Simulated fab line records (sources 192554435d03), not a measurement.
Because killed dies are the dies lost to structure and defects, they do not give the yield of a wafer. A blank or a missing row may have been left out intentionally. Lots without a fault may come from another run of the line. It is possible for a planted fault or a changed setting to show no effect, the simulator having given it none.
Split-lot experiment    flow n5_finfet    on a route of 1938 steps: 7 lots, 21 wafers read

ON THE SPLIT
At N5_BEOL_M11_COAT_59 (time 60 s, resist thk 100 nm), the setting spin_rpm was moved away from the recipe's 1500 rpm on 7 of the 21 wafers read, by -9.5% to -3.1%. This setting was run at the recipe's value on the other wafers.

The reading comes from the split's own step.

THE READING
SOC_of_BEOL_M11_COAT_59.thk_nm (the simulator's own value, which no gauge read), in nm, at N5_BEOL_M11_COAT_59 (time 60 s, resist thk 100 nm). The file does not state a usual value for it. Average 99.9 nm, standard deviation 0.3 nm, over the 14 wafers here run with the recipe.

wafer   tool, chamber at the split  spin_rpm as run, rpm  against the recipe  SOC_of_BEOL_M11_COAT_59.thk_nm, nm  against lot-mates on the recipe
L074.1  litho_track-05, 0           1500                  recipe              99.4                                -
L074.4  litho_track-05, 0           1500                  recipe              99.6                                -
L074.5  litho_track-05, 0           1500                  recipe              99.8                                -
L080.2  litho_track-05, 0           1357                  -9.5%               104.6                               +5.1
L080.3  litho_track-05, 0           1500                  recipe              99.6                                -
L080.6  litho_track-05, 0           1500                  recipe              99.4                                -
L089.2  litho_track-02, 0           1500                  recipe              99.8                                -
L089.4  litho_track-02, 0           1431                  -4.6%               102.8                               +2.7
L089.5  litho_track-02, 0           1500                  recipe              100.4                               -
L088.1  litho_track-01, 0           1500                  recipe              100                                 -
L088.3  litho_track-01, 0           1500                  recipe              99.8                                -
L088.4  litho_track-01, 0           1500                  recipe              99.8                                -
L090.1  litho_track-01, 0           1435                  -4.3%               102                                 no lot-mate on the recipe
L090.4  litho_track-01, 0           1435                  -4.3%               102                                 no lot-mate on the recipe
L090.6  litho_track-01, 0           1435                  -4.3%               102                                 no lot-mate on the recipe
L091.1  litho_track-05, 0           1500                  recipe              100.2                               -
L091.2  litho_track-05, 0           1500                  recipe              100.2                               -
L091.4  litho_track-05, 0           1500                  recipe              100.2                               -
L095.2  litho_track-02, 0           1454                  -3.1%               101.6                               +1.6
L095.4  litho_track-02, 0           1500                  recipe              100                                 -
L095.5  litho_track-02, 0           1454                  -3.1%               101.4                               +1.4

FIT RESULTS
A straight line over all 21 wafers: SOC_of_BEOL_M11_COAT_59.thk_nm changes by -0.512 nm for each +1% of spin_rpm; r = -0.98; the points scatter about the line by 0.29 nm.
The same after taking each lot's own level away (the mean of its wafers on the recipe; 18 wafers): -0.538 nm for each +1%; r = -0.99; scatter 0.16 nm.
Per that fit: largest spin_rpm move, reading shift of 5.1 nm.
Across the lots, their own levels run from 99.50 to 100.20 nm, a range of 2.3 times the standard deviation given above.
Hence the lot-to-lot level has little effect on the slope; both slopes agree.
Check: with one of the wafers moved furthest among these (-9.5%) left out of the fit, the line predicts +5.17 nm for it against its lot-mates. It came out at +5.1 nm against them.

OTHER SPLITS ON THESE WAFERS
Before the reading, these wafers also passed through other splits. Each is held against what the fit with the lots' levels taken away leaves over:
other split on the same wafers      wafers away from the commonest value  r with SOC_of_BEOL_M11_COAT_59.thk_nm (lot level and that fit taken away)
N5_BEOL_M8_TRENCH_ETCH_37 time_s    6                                     +0.09
N5_BEOL_M10_HM_DEP_02 target_thk_a  6                                     +0.33
N5_BEOL_M10_COAT_60 spin_rpm        8                                     +0.05
N5_BEOL_M11_ILD_DEP_00 time_s       8                                     +0.28

THE FILE'S OWN FIT
SOC_of_BEOL_M11_COAT_59.thk_nm changes by -0.54 nm for each +1% of spin_rpm, r = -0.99.
